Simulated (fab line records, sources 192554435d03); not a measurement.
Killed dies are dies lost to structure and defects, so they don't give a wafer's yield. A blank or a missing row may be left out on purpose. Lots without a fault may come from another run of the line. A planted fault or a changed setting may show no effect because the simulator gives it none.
Chamber matching | flow n5_finfet | N5_MOL_CONTACT_COAG_ETCH_105 on rie_diel-06: 4 sister chambers
The step etches SiARC in CF4, target depth 15.6 nm, time 26 s. 4 wafers are shown with their chamber, then 10 later ones without.

WAFERS WITH THEIR CHAMBER
wafer  | chamber | drypump_motor_current_A (A)
L079.3 | 2       | 6.6
L085.2 | 3       | 5.4
L089.4 | 1       | 4.9
L089.5 | 0       | 5.6

WAFERS WITHOUT THEIR CHAMBER
wafer  | drypump_motor_current_A (A)
L089.6 | 5.5
L092.2 | 5.6
L092.3 | 5.5
L092.6 | 4.9
L093.2 | 5.5
L093.3 | 5.6
L093.5 | 4.8
L097.2 | 5.4
L097.3 | 6.6
L097.5 | 4.8

WHICH CHAMBER EACH WENT THROUGH
wafer  | from the rows above     | in truth
L089.6 | can't be placed: 0 or 3 | 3
L092.2 | 0                       | 0
L092.3 | can't be placed: 0 or 3 | 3
L092.6 | 1                       | 1
L093.2 | can't be placed: 0 or 3 | 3
L093.3 | 0                       | 0
L093.5 | 1                       | 1
L097.2 | 3                       | 3
L097.3 | 2                       | 2
L097.5 | 1                       | 1
Placed correctly: 7 of 10. Can't be placed from these rows: 3 (the true chamber is among the candidates in 3). Placed wrongly: 0.
How it was worked out, from the rows above alone: a wafer's distance from a chamber is the root of the sum, over the readings, of the square of ((its reading less the chamber's mean) divided by the reading's scatter). The wafer belongs to the nearest chamber; if the next one is less than 2 further off, it can't be placed. A chamber's mean is the mean of its shown wafers. The scatter: with one shown wafer a chamber, the root of the mean of the squares of how far each hidden wafer lies from its nearest shown one.
